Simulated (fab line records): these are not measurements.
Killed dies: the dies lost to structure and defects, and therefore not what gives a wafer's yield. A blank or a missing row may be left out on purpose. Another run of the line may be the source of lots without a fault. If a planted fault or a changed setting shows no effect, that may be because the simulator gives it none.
Chamber matching    flow nand-harc    cmp-02 running NHARC_P_M1_CMP_23: 4 sister chambers
The step polishes, t overpolish 20 s, target thk 157.82 nm. 14 wafers are shown with their chamber, then 7 later ones without.

== WAFERS, EACH WITH ITS CHAMBER ==
wafer   chamber  motor-current-A (A)  time-to-endpoint-s (s)
L074.3  2        12.7                 26.6
L074.4  0        10.3                 26.7
L074.6  0        10.2                 24.6
L077.1  1        11.1                 29.9
L077.4  2        12.5                 26.3
L077.6  3        11.7                 25.9
L078.2  2        13.0                 32.5
L078.3  3        12.1                 30.0
L078.4  0        10.7                 32.3
L078.1  1        11.1                 29.6
L078.5  0        10.3                 33.5
L078.6  1        10.9                 29.8
L080.1  3        12.1                 26.3
L080.4  2        13.3                 28.8

SIGNATURES, as means of the wafers listed above
reading             chamber 0  chamber 1  chamber 2  chamber 3  scatter within a chamber
motor-current-A     10.375     11.033     12.875     11.967     0.255
time-to-endpoint-s  29.275     29.767     28.550     27.400     3
Rule: a wafer lies at a distance from a chamber equal to the root of the sum of squares, over the readings, of (its reading less the chamber's mean, divided by the reading's scatter). The wafer belongs to the nearest chamber; if the next one is less than 2 further off, it can't be placed. The scatter: the root of (the sum of the squares of (reading less its chamber's mean) over the shown wafers, divided by (wafers less chambers)).

== WAFERS WITHOUT THEIR CHAMBER ==
wafer   motor-current-A (A)  time-to-endpoint-s (s)
L080.5  12.6                 29.5
L093.1  10.1                 27.1
L093.2  12.9                 27.3
L093.6  10.7                 27.2
L093.3  12.9                 28.7
L093.4  10.9                 25.5
L093.5  11.7                 25.5

== EACH ONE'S CHAMBER ==
wafer    from the rows above       in truth
L080.5   can't be placed: 2 or 3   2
L093.1   0                         0
L093.2   2                         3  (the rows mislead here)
L093.6   can't be placed: 0 or 1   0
L093.3   2                         2
L093.4   can't be placed: 1 or 0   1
L093.5   can't be placed: 3 or 1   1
Placed correctly: 2 of 7. Unplaceable from these rows: 4, with the true chamber sitting among the candidates in 4. 1 placed wrongly.
